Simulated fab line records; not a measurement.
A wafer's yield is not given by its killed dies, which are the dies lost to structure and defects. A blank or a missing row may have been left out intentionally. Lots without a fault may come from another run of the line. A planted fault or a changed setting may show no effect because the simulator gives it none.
What tool caused it? | flow nand_harc | 14 lots, 42 wafers sampled, at 4 steps of a route of 1302

== WHAT THE GAUGES SHOWED, per wafer ==
NHARC_END_SORT_01.
lot  | measured     | on        | defect_limited_yield (%) | killed_at_array | killed_at_other | killed_at_periphery | killed_dies | killed_open | killed_short
L354 | day 25 20:53 | prober-01 | 90 91 92                 | 63 56 48        | 1 0 1           | 5 4 5               | 69 60 54    | 6 2 0       | 3 3 3
L361 | day 28 15:45 | prober-01 | 93 85 82                 | 41 32 39        | 2 0 1           | 3 72 79             | 46 104 119  | 1 3 1       | 4 4 5
L362 | day 29 05:47 | prober-01 | 81 89 91                 | 57 70 56        | 3 1 0           | 68 2 5              | 128 73 61   | 3 5 4       | 1 1 4
L371 | day 33 03:31 | prober-01 | 91 91 90                 | 57 57 60        | 0 1 1           | 4 4 4               | 61 62 65    | 2 6 4       | 2 0 3

== WHICH TOOL RAN EACH LOT (tool, then ch and the chambers of the sampled wafers, then the start) ==
lot  | NHARC_P_BONDPAD_PRE_CLEAN_26 | NHARC_THIN_TSV_DESCUM_14           | NHARC_THIN_TSV_ANNEAL_52
L350 | pvd_sputter-01, day 7 06:43  | rie_diel-10 ch 0,2,3, day 24 05:09 | rtp_anneal-01 ch 0, day 24 08:55
L351 | pvd_sputter-01, day 7 08:23  | rie_diel-13 ch 0,1,3, day 24 03:49 | rtp_anneal-01 ch 0, day 24 07:40
L352 | pvd_sputter-03, day 7 15:15  | rie_diel-05 ch 0,1,3, day 24 12:18 | rtp_anneal-02 ch 0, day 24 16:12
L353 | pvd_sputter-03, day 7 19:31  | rie_diel-13 ch 0,1,3, day 25 07:11 | rtp_anneal-02 ch 0, day 25 11:05
L354 | pvd_sputter-02, day 8 08:37  | rie_diel-05 ch 0,2,3, day 25 06:08 | rtp_anneal-01 ch 0, day 25 09:57
L355 | pvd_sputter-02, day 8 20:40  | rie_diel-05 ch 0,2,3, day 26 01:08 | rtp_anneal-01 ch 0, day 26 05:11
L357 | pvd_sputter-01, day 9 18:05  | rie_diel-13 ch 2,3, day 26 13:08   | rtp_anneal-01 ch 0, day 26 16:55
L361 | pvd_sputter-01, day 11 10:40 | rie_diel-13 ch 1,2,3, day 27 23:31 | rtp_anneal-01 ch 0, day 28 03:28
L362 | pvd_sputter-01, day 11 13:32 | rie_diel-13 ch 1,2,3, day 28 14:42 | rtp_anneal-02 ch 0, day 28 18:32
L368 | pvd_sputter-03, day 14 10:23 | rie_diel-13 ch 0,1,3, day 32 03:53 | rtp_anneal-01 ch 0, day 32 08:07
L369 | pvd_sputter-02, day 14 15:17 | rie_diel-10 ch 1,2, day 32 02:42   | rtp_anneal-01 ch 0, day 32 06:51
L371 | pvd_sputter-01, day 15 03:37 | rie_diel-13 ch 0,1,3, day 32 11:41 | rtp_anneal-02 ch 0, day 32 15:28
L370 | pvd_sputter-02, day 15 04:40 | rie_diel-13 ch 0,1,3, day 32 20:48 | rtp_anneal-01 ch 0, day 33 00:44
L373 | pvd_sputter-02, day 16 05:23 | rie_diel-13 ch 0,1,3, day 32 21:59 | rtp_anneal-01 ch 0, day 33 02:02
- NHARC_P_BONDPAD_PRE_CLEAN_26: time 30 s.
- NHARC_THIN_TSV_DESCUM_14: chemistry O2, time 3 s.
- NHARC_THIN_TSV_ANNEAL_52: time 90 s.

== WHAT THE TOOLS THEMSELVES READ (means of the sampled wafers that have a number; where no wafer has one, the mark that the record gives instead) ==
NHARC_P_BONDPAD_PRE_CLEAN_26.
lot  | tool           | heater_power_w (W)
L350 | pvd_sputter-01 | 408
L351 | pvd_sputter-01 | 429
L352 | pvd_sputter-03 | 385
L353 | pvd_sputter-03 | 358
L354 | pvd_sputter-02 | 376
L355 | pvd_sputter-02 | 405
L357 | pvd_sputter-01 | 426
L361 | pvd_sputter-01 | 402
L362 | pvd_sputter-01 | 432
L368 | pvd_sputter-03 | 393
L369 | pvd_sputter-02 | 428
L371 | pvd_sputter-01 | 447
L370 | pvd_sputter-02 | 413
L373 | pvd_sputter-02 | 387

NHARC_THIN_TSV_DESCUM_14.
lot  | tool        | drypump_motor_current_A (A) | oes_product_au (a.u.) | rf_vpp_V (V) | showerhead_plenum_p_Torr (Torr) | throttle_valve_pct (%)
L350 | rie_diel-10 | 6.3                         | 1.005                 | 57.8         | 1.94                            | 11.300
L351 | rie_diel-13 | 5.6                         | 0.995                 | 58.2         | 1.82                            | 11.309
L352 | rie_diel-05 | 5.2                         | 0.999                 | 58.5         | 1.97                            | 11.313
L353 | rie_diel-13 | 5.6                         | 1.004                 | 57.3         | 1.82                            | 11.318
L354 | rie_diel-05 | 5.2                         | 1.001                 | 57.0         | 1.90                            | 11.309
L355 | rie_diel-05 | 5.2                         | 0.997                 | 57.9         | 1.90                            | 11.314
L357 | rie_diel-13 | 5.5                         | 0.991                 | 57.6         | 1.85                            | 11.304
L361 | rie_diel-13 | 5.3                         | 0.996                 | 57.2         | 1.85                            | 11.312
L362 | rie_diel-13 | 5.3                         | 1.001                 | 57.7         | 1.85                            | 11.309
L368 | rie_diel-13 | 5.7                         | 1.000                 | 57.1         | 1.82                            | 11.305
L369 | rie_diel-10 | 6.2                         | 1.008                 | 58.5         | 1.92                            | 11.307
L371 | rie_diel-13 | 5.7                         | 1.001                 | 56.9         | 1.82                            | 11.312
L370 | rie_diel-13 | 5.7                         | 1.003                 | 57.5         | 1.82                            | 11.306
L373 | rie_diel-13 | 5.7                         | 1.002                 | 57.6         | 1.82                            | 11.321

NHARC_THIN_TSV_ANNEAL_52.
lot  | tool          | wafer_temp_C_max
L350 | rtp_anneal-01 | 225.78
L351 | rtp_anneal-01 | 226.13
L352 | rtp_anneal-02 | 225.86
L353 | rtp_anneal-02 | 226.03
L354 | rtp_anneal-01 | 225.78
L355 | rtp_anneal-01 | 225.81
L357 | rtp_anneal-01 | 225.74
L361 | rtp_anneal-01 | 225.95
L362 | rtp_anneal-02 | 225.72
L368 | rtp_anneal-01 | 225.83
L369 | rtp_anneal-01 | 226.01
L371 | rtp_anneal-02 | 225.90
L370 | rtp_anneal-01 | 225.87
L373 | rtp_anneal-01 | 225.95

== THE ANSWER, worked out from the rows above alone ==
Rule: the usual values come from the lots themselves. Put in order of their means at a reading, lots are off if they are a third of the lots or fewer, leave a main group of 4 or more, and stand apart from it by a gap of 3 or more times the standard deviation of the main group's means; of several such gaps the widest counts. A main group whose means are all the same, to the digits that the tables above print for the reading, isn't used. A lot without any number at a reading at which 4 lots or more have one is off too. All remaining lots with rows at the step are treated as sound. Order of review: gauges by route order, followed by the tools' own readings, for which a lot's mean as printed above is used. At the first step where some lot is off, the reading lying furthest off is the one used; lots without a number count as furthest.
No lot is off at any reading shown: from this, nothing can be told.

== WHAT THE SIMULATOR HAD PUT IN ==
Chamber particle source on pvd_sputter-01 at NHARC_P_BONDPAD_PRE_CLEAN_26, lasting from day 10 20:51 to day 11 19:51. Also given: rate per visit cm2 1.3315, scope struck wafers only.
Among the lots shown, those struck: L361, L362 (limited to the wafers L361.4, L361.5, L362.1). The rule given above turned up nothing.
